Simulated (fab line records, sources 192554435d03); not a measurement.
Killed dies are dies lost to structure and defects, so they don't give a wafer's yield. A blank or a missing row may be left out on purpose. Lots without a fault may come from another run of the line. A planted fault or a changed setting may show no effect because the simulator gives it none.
fab line records | flow n5_finfet
record lots=3 wafers=8 last_day=19
route steps=1938 shown BEOL_M9@1407 PASSIVATION@1936
lots that met no fault: from a run of the same line without faults
start_h: hours from the record's first day to the start of the lot's first wafer shown | wait_h: hours since the lot's step before | " the same as in the row above | L1.1+2: a row that stands for several wafers | - no value, or no start given | * or withheld: withheld | < > ~ a bound
route shown NAME@n: a module of which the file shows steps, and the number in the route of the first | usual: mean/standard deviation of fault-free wafers | same: alike in all rows | chamber/n: place in a boat | sites: the reading at each site | _std_site: their standard deviation | _edge_site: outer sites' mean less inner sites' | radius_mm: how far each site lies from the wafer's centre | mask NAME#n: copy n | behind: the tool/chamber that last shaped the wafer | hold: why the lot was held/for how many hours/how that ended | device: the transistor (n, p or np) that didn't switch | end of line: the same wafers' tests at the end of the route | a step without rows: its recipe alone | killed: dies lost to structure and defects at the first sort, not the wafer's yield | map: a wafer's dies, x killed, . not, _ none there
set.NAME: the setting as run; set.NAME@STEP: as run at that earlier step | model.NAME: the simulator's own value behind a step, which no gauge read
lots at some steps of the route; a table a step, a row a wafer
services: from which hour (start_h, from the record's first day; less than 0 if before it) a tool's chamber was out of use, for how many hours, and why
## steps
# step N5_BEOL_M9_COAT_60
# recipe resist=SiARC temp_c=220 time_s=60 spin_rpm=1500 resist_thk_nm=30
# step N5_BEOL_M9_COAT_05
# recipe resist=CAR-ArF spin_rpm=1500 resist_thk_nm=90
# step N5_BEOL_M9_EBR_07
# recipe solvent=PGMEA ebr_width_mm=1.5
# step N5_BEOL_M9_SOFTBAKE_06
# recipe temp_c=110 time_s=60 resist=CAR-ArF
# step N5_BEOL_M9_EXPOSE_08
# recipe mask_id=M9 na=1.35 source_shape=dipole sigma_inner=0.411 sigma_outer=0.611 polarization=te dose_mj=53.75
# step N5_BEOL_M9_PEB_09
# recipe peb_temp_c=withheld peb_time_s=60 resist=CAR-ArF
# step N5_BEOL_M9_DEVELOP_10
# recipe develop_time_s=30 developer=TMAH resist=CAR-ArF rinse_liquid=diw dry=air_spin dev_temp_c=23
# step N5_BEOL_M9_DESCUM_16
# recipe chemistry=O2 time_s=7.9 source_power_w=50 bias_power_w=20 pressure_mtorr=20 rf_frequency_hz=2.712e+07 temp_c=40 resist=CAR-ArF o2_flow_sccm=225
# step N5_BEOL_M9_ETCH_61
# recipe chemistry=CF4 target=SiARC target_depth_a=390 mask_material=CAR-ArF time_s=65 ion_energy_ev=80 pressure_mtorr=40 source_w=545 bias_w=36 Ar_flow_sccm=100 cf4_flow_sccm=100 ends=cleared
# step N5_BEOL_M9_ETCH_62
# recipe chemistry=N2/H2 target=SOC target_depth_a=1100 overetch_a=220 mask_material=SiARC temp_c=40 time_s=165 ion_energy_ev=200 pressure_mtorr=30 source_w=840 bias_w=150 n2_flow_sccm=200 h2_flow_sccm=200
# usual chamber_pressure_mTorr=29.998/0.03 drypump_motor_current_A=5.74/0.28 n2_flow_sccm=200.0/0.66 oes_product_au=0.66/0.067 rf_vpp_V=523.2/2.5 showerhead_plenum_p_Torr=2.52/0.09 throttle_valve_pct=17.79/0.29
# columns lot.wafer tool chamber start_h wait_h chamber_pressure_mTorr drypump_motor_current_A n2_flow_sccm oes_product_au rf_hours_counter_h rf_vpp_V showerhead_plenum_p_Torr throttle_valve_pct model.SiARC_of_BEOL_M9_COAT_60.thk_nm model.BEOL_M9.cd_offset_nm
L297.1 rie_diel-01 3 220.78 0.0 29.957 5.86 201.3 0.79 11 525.1 2.57 17.20 23.4 -0.2
L297.2 " 1 " " 30.010 6.11 199.6 0.70 80 523.2 2.59 17.95 23.4 -0.8
L297.5 " 3 " " 29.987 5.87 201.0 0.79 - 526.1 2.57 17.20 23.6 0
L303.3 rie_diel-01 3 294.68 0.0 30.046 5.86 199.8 0.75 34 525.3 2.56 17.25 23.6 1
L303.5 " 0 " " 29.968 5.69 200.1 0.68 - 522.2 2.45 17.40 18.8 3.6
L303.6 " 1 " " 30.004 6.11 200.8 0.68 - 524.8 2.58 17.97 23.4 -1.2
L319.2 rie_diel-05 0 393.29 0.0 30.028 5.80 199.7 0.59 246 525.4 2.49 17.92 24 -0.6
L319.6 " 1 " " 30.004 5.17 200.1 0.58 - 520.2 2.38 18.00 23.6 -1.2
# step N5_BEOL_M9_STRIP_68
# recipe chemistry=N2/H2 temp_c=40 n2_flow_sccm=200 h2_flow_sccm=200 rf_frequency_hz=6e+07
# step N5_BEOL_M9_STRIP_67
# recipe chemistry=CF4 resist=SiARC power_w=300 bias_power_w=75 pressure_mtorr=50 cf4_flow_sccm=150 rf_frequency_hz=6e+07
# step N5_BEOL_M9_HM_OPEN_17
# recipe chemistry=Cl2/BCl3 target_depth_a=200 overetch_a=60 target=TiN mask_material=SOC ion_energy_ev=150 pressure_mtorr=10 icp_w=1000 bias_w=126 Cl2_flow_sccm=53.25 bcl3_flow_sccm=21.75 Ar_flow_sccm=25
# usual chamber_pressure_mTorr=9.999/0.0096 drypump_motor_current_A=5.6/0.4 oes_product_au=0.70/0.08 throttle_valve_pct=22.2/0.31
# columns lot.wafer tool chamber start_h wait_h chamber_pressure_mTorr drypump_motor_current_A oes_product_au rf_hours_counter_h throttle_valve_pct model.BEOL_M9.cd_offset_nm
L297.1 rie_metal-02 1 221.31 0.4 9.999 4.8 0.57 79 22.5 -0.2
L297.2 " 0 " " 10.000 5.8 0.54 124 22.8 -0.6
L297.5 " 1 " " 9.991 4.8 0.58 - 22.5 0.2
L303.3 rie_metal-02 1 294.90 0.1 9.998 4.8 0.57 - 22.5 1.2
L303.5 " 0 " " 10.012 5.8 0.81 - 22.3 3.6
L303.6 " 1 " " 9.998 4.8 0.58 - 22.4 -1.2
L319.2 rie_metal-01 1 393.48 0.0 10.000 6.0 0.72 25 22.3 -0.4
L319.6 " 1 " " 9.998 6.0 0.73 - 22.3 -1.2
# step N5_BEOL_M9_STRIP_19
# recipe chemistry=O2 power_w=400 temp_c=40 pressure_mtorr=30 rf_frequency_hz=6e+07 bias_power_w=0 overash_fraction=0.2 o2_flow_sccm=225
# step N5_BEOL_M9_CD_MEAS_18
# recipe pitch_nm=140 target_cd_nm=70
# usual cd_nm=70.0/0.74
# columns lot.wafer tool chamber start_h wait_h cd_nm
L297.1 cd_sem-02 - 221.49 0.0 69.4
L297.2 " - " " 69.1
L297.5 " - " " 70.3
L303.3 cd_sem-01 - 295.05 0.1 70.9
L303.5 " - " " 73.8
L303.6 " - " " 68.7
L319.2 cd_sem-03 - 393.66 0.1 69.5
L319.6 " - " " 68.8
# step N5_BEOL_M9_COAT_63
# recipe resist=SOC temp_c=250 time_s=60 spin_rpm=1500 resist_thk_nm=60
# step N5_BEOL_M9_COAT_64
# recipe resist=SiARC temp_c=220 time_s=60 spin_rpm=1500 resist_thk_nm=12
# step N5_BEOL_M9_COAT_75
# recipe resist=underlayer temp_c=205 time_s=60 spin_rpm=1500 resist_thk_nm=5
# step N5_BEOL_M9_COAT_22
# recipe resist=CAR-EUV spin_rpm=1500 resist_thk_nm=30
# step N5_BEOL_M9_EBR_24
# recipe solvent=PGMEA ebr_width_mm=1.5
# step N5_BEOL_M9_SOFTBAKE_23
# recipe temp_c=110 time_s=60 resist=CAR-EUV
# step N5_BEOL_M9_EXPOSE_25
# recipe mask_id=V8 na=0.33 source_shape=annular sigma_inner=0.4 sigma_outer=0.8 polarization=unpolarized dose_mj=37.25
# step N5_BEOL_M9_PEB_26
# recipe peb_temp_c=100 peb_time_s=60 resist=CAR-EUV
# step N5_BEOL_M9_DEVELOP_27
# recipe develop_time_s=30 developer=TMAH resist=CAR-EUV rinse_liquid=surfactant_rinse dry=air_spin dev_temp_c=23
# step N5_BEOL_M9_DESCUM_33
# recipe chemistry=O2 time_s=7 source_power_w=50 bias_power_w=20 pressure_mtorr=20 rf_frequency_hz=2.712e+07 temp_c=40 resist=CAR-EUV o2_flow_sccm=225
# step N5_BEOL_M9_ETCH_76
# recipe chemistry=N2/H2 target=underlayer target_depth_a=65 mask_material=CAR-EUV time_s=5.2 ion_energy_ev=200 pressure_mtorr=30 source_w=840 bias_w=150 n2_flow_sccm=200 h2_flow_sccm=200 ends=cleared
# step N5_BEOL_M9_ETCH_65
# recipe chemistry=CF4 target=SiARC target_depth_a=156 mask_material=CAR-EUV time_s=26 ion_energy_ev=80 pressure_mtorr=40 source_w=545 bias_w=36 Ar_flow_sccm=100 cf4_flow_sccm=100 ends=cleared
# step N5_BEOL_M9_ETCH_66
# recipe chemistry=N2/H2 target=SOC target_depth_a=800 overetch_a=160 mask_material=SiARC temp_c=40 time_s=120 ion_energy_ev=200 pressure_mtorr=30 source_w=840 bias_w=150 n2_flow_sccm=200 h2_flow_sccm=200
# step N5_BEOL_M9_STRIP_69
# recipe chemistry=N2/H2 temp_c=40 n2_flow_sccm=200 h2_flow_sccm=200 rf_frequency_hz=6e+07
# step N5_BEOL_M9_STRIP_77
# recipe chemistry=N2/H2 temp_c=40 n2_flow_sccm=200 h2_flow_sccm=200 rf_frequency_hz=6e+07
# step N5_BEOL_M9_VIA_ETCH_34
# recipe chemistry=C4F6/O2 target=SiCOH_lowk target_depth_a=1824 mask_material=SOC taper_deg=4 time_s=68.4 ion_energy_ev=250 pressure_mtorr=30 source_w=345 bias_w=185 Ar_flow_sccm=300 C4F6_flow_sccm=10 O2_flow_sccm=10
# step N5_BEOL_M9_STRIP_73
# recipe chemistry=C4F6/O2 resist=SiARC rf_frequency_hz=6e+07
# step N5_BEOL_M9_STRIP_36
# recipe chemistry=N2/H2 power_w=450 temp_c=40 pressure_mtorr=20 rf_frequency_hz=6e+07 overash_fraction=0.3 bias_power_w=7 h2_frac=0.5 n2_flow_sccm=200 h2_flow_sccm=200
# step N5_BEOL_M9_TRENCH_ETCH_37
# recipe chemistry=C4F6/O2 target_depth_a=1514.3 target=SiCOH_lowk time_s=49 ion_energy_ev=250 pressure_mtorr=30 source_w=345 bias_w=185 Ar_flow_sccm=300 C4F6_flow_sccm=10 O2_flow_sccm=10
# step N5_BEOL_M9_ETCH_41
# recipe chemistry=CH3F/O2 target=SiCN target_depth_a=366 taper_deg=2 time_s=70.1 ion_energy_ev=120 mask_material=TiN pressure_mtorr=30 source_w=395 bias_w=75 Ar_flow_sccm=150 CH3F_flow_sccm=30 O2_flow_sccm=20
# step N5_BEOL_M9_STRIP_80
# recipe chemistry=N2/H2 time_s=10 power_w=450 temp_c=40 pressure_mtorr=20 rf_frequency_hz=6e+07 bias_power_w=7 n2_flow_sccm=200 h2_flow_sccm=200
# step N5_BEOL_M9_CD_MEAS_35
# recipe target_cd_nm=70 target_cd_y_nm=40 polarity=opening
# usual cd_nm=70.0/0.77
# columns lot.wafer tool chamber start_h wait_h cd_nm
L297.1 cd_sem-03 - 224.55 0.0 69.6
L297.2 " - " " 69.3
L297.5 " - " " 70.1
L303.3 cd_sem-02 - 298.24 0.0 71.5
L303.5 " - " " 73.2
L303.6 " - " " 68.7
L319.2 cd_sem-03 - 396.48 0.0 69.1
L319.6 " - " " 67.8
# step N5_PASSIVATION_PROBE_49
# usual defect_limited_yield=91.2/1.4 killed_at_M0_to_M3=34/9.3 killed_at_M4_up=14/5.9 killed_at_contacts=14/5.7 killed_at_front_end=38/10 killed_at_other=4/3.2 killed_dies=104/17 killed_open=67/13 killed_short=33/6.9 sort_bin_4_leakage=0/3.6 sort_bin_5_function=5.2/1 sort_bin_6_memory=3.3/0.61 sort_bin_8_speed=0.3/1.8 sort_n_pass=1069/52 sort_yield_pct=91/4.4
# same gross_dies=1180 killed_at_back_side=0
# columns lot.wafer tool chamber start_h wait_h defect_limited_yield[%] killed_at_M0_to_M3 killed_at_M4_up killed_at_contacts killed_at_front_end killed_at_other killed_dies killed_open killed_short sort_bin_4_leakage[%] sort_bin_5_function[%] sort_bin_6_memory[%] sort_bin_8_speed[%] sort_n_pass sort_yield_pct[%]
L303.3 prober-01 - 355.01 0.1 91.0 25 25 23 29 4 106 80 23 1 5.3 3.3 0 1067 90
L303.5 prober-01 - 355.11 0.2 90.2 43 25 24 24 0 116 86 28 0 5.3 4.1 0 1064 90
L303.6 prober-01 - 355.16 0.3 93.7 21 16 12 24 1 74 47 24 0 3.6 2.5 0 1106 94
# killed by level:class
L303.3 MOL_CONTACT_COAG:geometric_particle:open=17 BEOL_M4:geometric_particle:open=12 FIN_SAQP:geometric_particle:open=8 MOL_CONTACT_COAG:geometric_particle:short=6 BEOL_M3:geometric_particle:open=6 BEOL_M5:geometric_particle:open=6 BEOL_M2:geometric_particle:open=5 STI_FIN_REVEAL:geometric_particle:open=4
L303.5 MOL_CONTACT_COAG:geometric_particle:open=22 BEOL_M2:geometric_particle:open=14 BEOL_M4:geometric_particle:open=12 STI_FIN_REVEAL:geometric_particle:open=9 BEOL_M0_SAQP:geometric_particle:short=5 BEOL_M0_SAQP:geometric_particle:open=5 BEOL_M1:geometric_particle:open=5 BEOL_M3:geometric_particle:open=5
L303.6 BEOL_M4:geometric_particle:open=10 MOL_CONTACT_COAG:geometric_particle:open=9 STARTING-WAFER:geometric_particle:short=5 FIN_SAQP:geometric_particle:short=4 DUMMY_GATE:geometric_particle:open=4 BEOL_M2:geometric_particle:short=4 BEOL_M0_SAQP:geometric_particle:open=4 BEOL_M0:geometric_particle:open=4
## services
# columns tool chamber start_h hours kind
rie_metal-02 - 204.99 0.6 repair
rie_metal-01 - 219.62 2.8 pm
rie_diel-01 1 226.27 14.9 repair
rie_metal-02 0 229.49 - clean
rie_metal-02 0 229.49 16.1 scheduled_down
rie_metal-02 0 229.49 16.1 vent_cycle
rie_diel-01 3 231.16 2.1 repair
rie_diel-01 1 243.55 4.0 repair
rie_diel-05 2 245.07 - clean
rie_diel-05 2 245.07 - consumable_replace:focus_ring
rie_diel-05 2 245.07 17.8 scheduled_down
rie_diel-05 2 245.07 17.8 vent_cycle
rie_diel-05 2 283.64 2.9 repair
rie_diel-05 2 290.80 7.5 repair
rie_metal-02 0 304.83 6.8 repair
rie_diel-01 2 321.42 - clean
rie_diel-01 2 321.42 - consumable_replace:focus_ring
rie_diel-01 2 321.42 26.0 scheduled_down
rie_diel-01 2 321.42 26.0 vent_cycle
rie_diel-05 2 344.91 8.1 repair
rie_diel-01 1 352.91 9.1 repair
rie_diel-01 0 360.33 9.2 repair
## key
first_sign step=N5_BEOL_M9_CD_MEAS_18 reading=cd_nm direction=up sigmas=5 usual=70.0 struck=73.8
effect step=N5_BEOL_M9_CD_MEAS_35 reading=cd_nm direction=up sigmas=4.3 usual=70.0 struck=73.2
model_effect step=N5_BEOL_M9_ETCH_62 value=SiARC_of_BEOL_M9_COAT_60.thk_nm without=23.4 struck=18.8
model_effect step=N5_BEOL_M9_HM_OPEN_17 value=BEOL_M9.cd_offset_nm without=1.4 struck=3.6
met_at N5_BEOL_M9_ETCH_62
struck_wafers L303.5
onset_between 220.78 294.68
fault kind=process_parameter_drift tool=rie_diel-01 chamber=- onset_h=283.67 steps=N5_BEOL_M9_ETCH_62 channel=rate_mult offset=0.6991 shape=step end_h=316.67 scope=struck_wafers_only
